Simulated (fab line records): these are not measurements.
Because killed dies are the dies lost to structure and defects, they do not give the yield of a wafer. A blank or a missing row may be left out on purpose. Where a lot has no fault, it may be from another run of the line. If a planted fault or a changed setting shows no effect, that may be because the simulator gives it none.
Matching of chambers ; flow n5-finfet ; rie-diel-06 running N5_BEOL_M6_ETCH_65: 4 sister chambers
The step etches SiARC in CF4, target depth 15.6 nm, time 26 s. 8 wafers are shown with their chamber, then 9 later ones without.

== WAFERS, EACH WITH ITS CHAMBER ==
wafer;chamber;showerhead-plenum-p-Torr (Torr);throttle-valve-pct (%)
L075.6;1;2.26;15.44
L076.5;3;2.20;15.48
L076.6;0;2.20;15.83
L078.1;1;2.26;15.47
L078.6;2;2.12;15.36
L085.1;3;2.19;15.50
L085.3;0;2.19;15.88
L085.4;2;2.12;15.38

== WAFERS WITH NO CHAMBER GIVEN ==
wafer;showerhead-plenum-p-Torr (Torr);throttle-valve-pct (%)
L089.1;2.19;15.88
L089.4;2.19;15.52
L089.6;2.19;15.87
L094.1;2.24;15.55
L094.2;2.19;15.56
L094.5;2.19;15.54
L096.1;2.24;15.55
L096.2;2.19;15.53
L096.6;2.24;15.54

== EACH ONE'S CHAMBER ==
wafer;from the rows above;in truth
L089.1;0;0
L089.4;3;3
L089.6;0;0
L094.1;1;1
L094.2;3;3
L094.5;3;3
L096.1;1;1
L096.2;3;3
L096.6;1;1
Placed correctly: 9 of 9. From these rows, 0 cannot be placed. Number placed wrongly: 0.
How it was worked out, from the rows above alone: a wafer's distance from a chamber is the root of the sum, over the readings, of the square of ((its reading less the chamber's mean) divided by the reading's scatter). The wafer belongs to the nearest chamber; if the next one is less than 2 further off, it can't be placed. A chamber's mean is the mean of its shown wafers. How the scatter is found: for the shown wafers, subtract from each reading the mean of its chamber, square and add these, divide the total by (wafers less chambers), then take the root.
